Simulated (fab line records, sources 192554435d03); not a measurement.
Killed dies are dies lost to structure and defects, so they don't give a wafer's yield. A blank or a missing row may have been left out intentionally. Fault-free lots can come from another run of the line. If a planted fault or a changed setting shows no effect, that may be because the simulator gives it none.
The same fault as seen by 2 desks / flow n5Finfet / every desk sees just its own numbers, and what lay behind them comes last

AT THE TOOL OWNER'S DESK: euvScanner-02
The tool's own readings at N5_BEOL_M6_EXPOSE_25 (exposes mask V5, target cd 40 nm): means of the sampled wafers that have a number, for each lot that ran on this tool. If a lot's mean is further than 4 standard deviations from the usual mean, the lot is out of limits and carries the mark OUT (the distance appears in the brackets).
Columns: A = exposureDoseMJCm2 at N5_BEOL_M6_EXPOSE_25, usual 45.03; B = reticleTempC at N5_BEOL_M6_EXPOSE_25, usual 23.00 C
lot=L747; first seen here=day 8 21:57; A=45.01; B=22.90
lot=L752; first seen here=day 10 00:17; A=45.04; B=22.93
lot=L759; first seen here=day 12 00:04; A=46.19 (+28) OUT; B=23.00
lot=L760; first seen here=day 12 07:40; A=45.97 (+22) OUT; B=23.06
Finding of this desk: L759, L760 out of limits; the first was L759 at day 12 00:04, on exposureDoseMJCm2 at N5_BEOL_M6_EXPOSE_25. L747, L752: within limits.

THE METROLOGY DESK
What the gauges read, lot by lot, whatever tool the lot ran on: means of the sampled wafers that have a number. If a lot's mean is further than 4 standard deviations from the usual mean, the lot is out of limits and carries the mark OUT (the distance appears in the brackets).
Columns: A = cdNm at N5_BEOL_M6_CD_MEAS_28, usual 40.03 nm; B = V5_OVL at N5_BEOL_M6_OVL_MEAS_29, usual 0.1 nm
lot=L747; first seen here=day 8 22:04; A=40.02; B=-0.2
lot=L749; first seen here=day 8 22:14; A=40.02; B=0.2
lot=L748; first seen here=day 9 03:05; A=40.10; B=0.3
lot=L752; first seen here=day 10 00:25; A=39.97; B=-1.5
lot=L753; first seen here=day 10 08:04; A=39.62; B=-0.4
lot=L759; first seen here=day 12 00:11; A=40.54; B=0.3
lot=L760; first seen here=day 12 07:48; A=40.76; B=0.1
lot=L767; first seen here=day 13 19:20; A=39.94; B=0.5
lot=L768; first seen here=day 14 05:32; A=39.92; B=0.7
lot=L769; first seen here=day 14 11:00; A=40.06; B=-0.7
This desk's finding: nothing out of limits on any of the 10 lots.

TAKEN TOGETHER
The tool owner's desk had the chance to raise an alarm at day 12 00:04 on L759, L760.
Nothing out of limits was seen by the metrology desk.
The metrology desk has L759, L760 on record, within its limits.
The lots listed all ran N5_BEOL_M6_EXPOSE_25 on euvScanner-02.

WHAT THE SIMULATOR HAD PUT IN
Drift in process parameters on euvScanner-02 at N5_BEOL_M6_EXPOSE_25, starting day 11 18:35. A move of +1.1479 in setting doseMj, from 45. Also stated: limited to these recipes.
Shown lots that were struck: L759, L760.
Each desk's first reading out of limits, in hours after the fault started: the tool owner's desk, 5.
